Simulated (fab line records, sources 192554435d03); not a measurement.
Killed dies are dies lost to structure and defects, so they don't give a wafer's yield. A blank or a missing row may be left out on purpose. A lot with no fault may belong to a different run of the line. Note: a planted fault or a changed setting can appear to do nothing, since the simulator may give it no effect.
A struck lot beside a sound one + flow n5-finfet + 37 out of 1938 route steps
Sound: wafers L636.2, L636.5, L636.6. Struck: wafers L642.4, L642.6. The cause comes at the end.
Order at every step that has rows: each side's tool, ch and its chambers, its first start. Under that, the readings that differ: sound wafers + struck wafers + difference of the means + sigmas: that difference in standard deviations of wafers without a fault.
alike: readings with means less than 2 such deviations apart, plus words and numbers identical on both sides. not compared: withheld readings, readings lacking a value on some wafer, bounds such as >300 that could conceal the same value, and numbers that have no deviation in the record and whose values overlap.
A row with sigmas, a row that says differs or no value, or rows on one side alone: a step with any of these is where the two part. Numbers that have no deviation but don't overlap get no sigmas and don't part them. Lack of a reading on every wafer of one side parts them only where that side has two or more wafers.

first, 9 steps without rows for these wafers: N5_PMOS_HMC_CHANNEL_EPI_EPI_26 (deposits Si from SiH4/H2, target thk 3.8 nm, time 22.7 s); N5_FIN_SAQP_PRECLEAN_42 (cleans in O3/DIW, time 60 s); N5_FIN_SAQP_PRECLEAN_00 (cleans in SC1, time 60 s); N5_FIN_SAQP_PRECLEAN_44 (cleans in SC2, time 45 s); N5_FIN_SAQP_SRD_01 (time 30 s); N5_FIN_SAQP_ALD_61 (deposits SiO2, target thk 4 nm, pulse time 1 s, purge time 2 s); N5_FIN_SAQP_DENSIFY_62 (time 60 s); N5_FIN_SAQP_HM_DEP_03 (deposits SiNx from SiH4/NH3/N2, target thk 38 nm, time 33.6 s); N5_FIN_SAQP_PECVD_47 (deposits a-Si from SiH4/He, target thk 45 nm, time 36.3 s).
N5_FIN_SAQP_PECVD_48: deposits SiNx from SiH4/NH3/N2, target thk 25 nm, time 22.1 s.
  sound on pecvd-03 ch 0,1,2, day 3 02:56; struck on pecvd-03 ch 0,2, day 4 15:55
| reading                                     | sound             | struck      | difference | sigmas |
|---------------------------------------------|-------------------|-------------|------------|--------|
| model.SiNx_of_FIN_SAQP_PECVD_48.thk-nm (nm) | 25.24 25.72 25.46 | 28.72 28.23 | +3.00      |        |
  alike: heater-power-w, showerhead-plenum-p-Torr, throttle-valve-pct
then, 16 steps without rows for these wafers: N5_FIN_SAQP_PECVD_06 (deposits a-Si from SiH4/He, target thk 60 nm, time 48.1 s); N5_FIN_SAQP_HM_DEP_72 (deposits SiO2 from SiH4/N2O, target thk 12 nm, time 7.2 s); N5_FIN_SAQP_COAT_49 (time 60 s, resist thk 100 nm); N5_FIN_SAQP_COAT_50 (time 60 s, resist thk 35 nm); N5_FIN_SAQP_COAT_10 (resist thk 90 nm); N5_FIN_SAQP_EBR_12; N5_FIN_SAQP_SOFTBAKE_11 (time 60 s); N5_FIN_SAQP_EXPOSE_13 (exposes mask FIN CORE, target cd 35.6 nm); N5_FIN_SAQP_PEB_14 (peb time 60 s); N5_FIN_SAQP_DEVELOP_15 (develop time 30 s); N5_FIN_SAQP_DESCUM_21 (chemistry O2, time 7.9 s); N5_FIN_SAQP_ETCH_51 (etches SiARC in CF4, target depth 45.5 nm, time 75.8 s); N5_FIN_SAQP_ETCH_52 (etches SOC in N2/H2, target depth 100 nm, overetch 20 nm, time 150 s); N5_FIN_SAQP_STRIP_53 (strips in N2/H2); N5_FIN_SAQP_HM_OPEN_73 (chemistry CHF3/O2, target SiO2, stops on a-Si, target depth 12 nm, time 16.8 s); N5_FIN_SAQP_STRIP_74 (strips in CHF3/O2).
N5_FIN_SAQP_MANDREL_ETCH_22: etches a-Si in HBr/Cl2, stops on SiNx, target depth 60 nm, bt time 10 s, time 30 s.
  sound on rie-si-04 ch 2,3, day 3 04:09; struck on rie-si-02 ch 2,3, day 4 16:55
| reading                                     | sound          | struck      | difference | sigmas |
|---------------------------------------------|----------------|-------------|------------|--------|
| model.SiNx_of_FIN_SAQP_PECVD_48.thk-nm (nm) | 25 25.49 25.37 | 28.53 28.09 | +3.02      |        |
  alike: drypump-motor-current-A, mfc-cl2-sccm, oes-product-au, throttle-valve-pct
  not compared: rf-hours-counter-h
then, 7 steps without rows for these wafers: N5_FIN_SAQP_STRIP_55 (strips in N2/H2); N5_FIN_SAQP_STRIP_23 (strips in SPM, time 750 s); N5_FIN_SAQP_SRD_66 (time 30 s); N5_FIN_SAQP_RECESS_75 (chemistry HF/NH3, target SiO2, target depth 14.4 nm, afs cycles 3, sublimation time 60 s); N5_FIN_SAQP_SPACER1_ALD_24 (deposits SiO2, target thk 20.3 nm, pulse time 1 s, purge time 2 s); N5_FIN_SAQP_SPACER1_ETCHBACK_25 (etches SiO2 in CHF3/O2, target depth 24.4 nm, time 12.2 s); N5_FIN_SAQP_MANDREL1_REMOVE_56 (chemistry HBr/Cl2/O2, target a-Si, stops on SiNx, bt time 10 s).
N5_FIN_SAQP_ETCH_57: etches SiNx in CH3F/O2, target depth 32.5 nm, time 46.4 s.
  sound on rie-diel-02 ch 1,2,3, day 3 07:11; struck on rie-diel-04 ch 1,2, day 4 19:07
| reading                  | sound          | struck      | difference | sigmas |
|--------------------------|----------------|-------------|------------|--------|
| etch-rf-on-time-s (s)    | 46.1 47.1 47.4 | 52.7 51.9   | +5.4       | +5     |
| model.etch.depth-nm (nm) | 25 25.49 25.37 | 28.53 28.09 | +3.02      |        |
  alike: O2_flow_sccm, drypump-motor-current-A, oes-product-au, rf-vpp-V, showerhead-plenum-p-Torr, throttle-valve-pct
  not compared: rf-hours-counter-h
-- the record jumps here: 6 days lie between the struck wafers' starts before and after (it left off in module FIN_SAQP and takes up again in module BEOL_M4, whose first step shown is number 1111 of the route) --
N5_BEOL_M4_RC_MEAS_101:
  sound on prober-02 ch 0, day 9 08:59; struck on prober-01 ch 0, day 11 04:04
  alike: DIBL_N, DIBL_P, IOFF_N, IOFF_P, ION_N, ION_P, SS_N, SS_P, VT_N, VT_P
-- here the record skips 5 days between the struck wafers' starts before and after, leaving off in module BEOL_M4 and picking up in module PASSIVATION (first step shown: number 1936 of the route) --
N5_PASSIVATION_PROBE_49:
  only the struck wafers here have rows in the record (prober-02, day 15 16:39); the sound ones have none

WHERE THEY PART
Earliest at N5_FIN_SAQP_ETCH_57; latest, in this record, at N5_PASSIVATION_PROBE_49.

WHY: whatever the simulator had introduced
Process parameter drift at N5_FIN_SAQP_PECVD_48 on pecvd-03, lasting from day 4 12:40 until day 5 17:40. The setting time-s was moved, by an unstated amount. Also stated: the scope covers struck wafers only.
